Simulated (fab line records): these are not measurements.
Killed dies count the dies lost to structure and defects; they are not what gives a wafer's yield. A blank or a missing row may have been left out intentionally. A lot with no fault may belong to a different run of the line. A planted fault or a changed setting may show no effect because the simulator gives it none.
Chamber matching | flow nand-harc | NHARC_P_M0_PRE_CLEAN_31 on pecvd-01 has 3 sister chambers
The step time 12 s. 14 wafers are shown with their chamber, then 7 later ones without.

## WAFERS WITH THEIR CHAMBER
wafer  | chamber | heater-power-w (W)
L075.3 | 2       | 522
L075.4 | 1       | 625
L075.5 | 2       | 516
L080.1 | 1       | 727
L080.5 | 0       | 625
L080.6 | 2       | 543
L081.1 | 2       | 539
L081.2 | 1       | 736
L081.6 | 2       | 548
L084.1 | 2       | 595
L084.5 | 1       | 670
L084.6 | 2       | 589
L091.1 | 1       | 728
L091.5 | 2       | 590

SIGNATURES, as means of the wafers listed above
reading        | chamber 0 | chamber 1 | chamber 2 | scatter within a chamber
heater-power-w | 625.00    | 697.20    | 555.25    | 38.5
Rule: a wafer's distance from a chamber is the root of the sum, over the readings, of the square of ((its reading less the chamber's mean) divided by the reading's scatter). If the next closest chamber is less than 2 further off than the closest, the wafer can't be placed; otherwise it belongs to the closest. How the scatter is found: for the shown wafers, subtract from each reading the mean of its chamber, square and add these, divide the total by (wafers less chambers), then take the root.

## WAFERS WITHOUT THEIR CHAMBER
wafer  | heater-power-w (W)
L091.6 | 638
L091.2 | 620
L091.3 | 609
L091.4 | 714
L093.2 | 593
L093.3 | 699
L093.6 | 567

## WHICH CHAMBER EACH ONE RAN IN
wafer  | from the rows above          | in truth
L091.6 | can't be placed: 0 or 1 or 2 | 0
L091.2 | can't be placed: 0 or 2 or 1 | 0
L091.3 | can't be placed: 0 or 2 or 1 | 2
L091.4 | can't be placed: 1 or 0      | 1
L093.2 | can't be placed: 0 or 2 or 1 | 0
L093.3 | can't be placed: 1 or 0      | 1
L093.6 | can't be placed: 2 or 0      | 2
Placed correctly: 0 of 7. From these rows, 7 cannot be placed; in 7 the true chamber is one of the candidates. Number placed wrongly: 0.
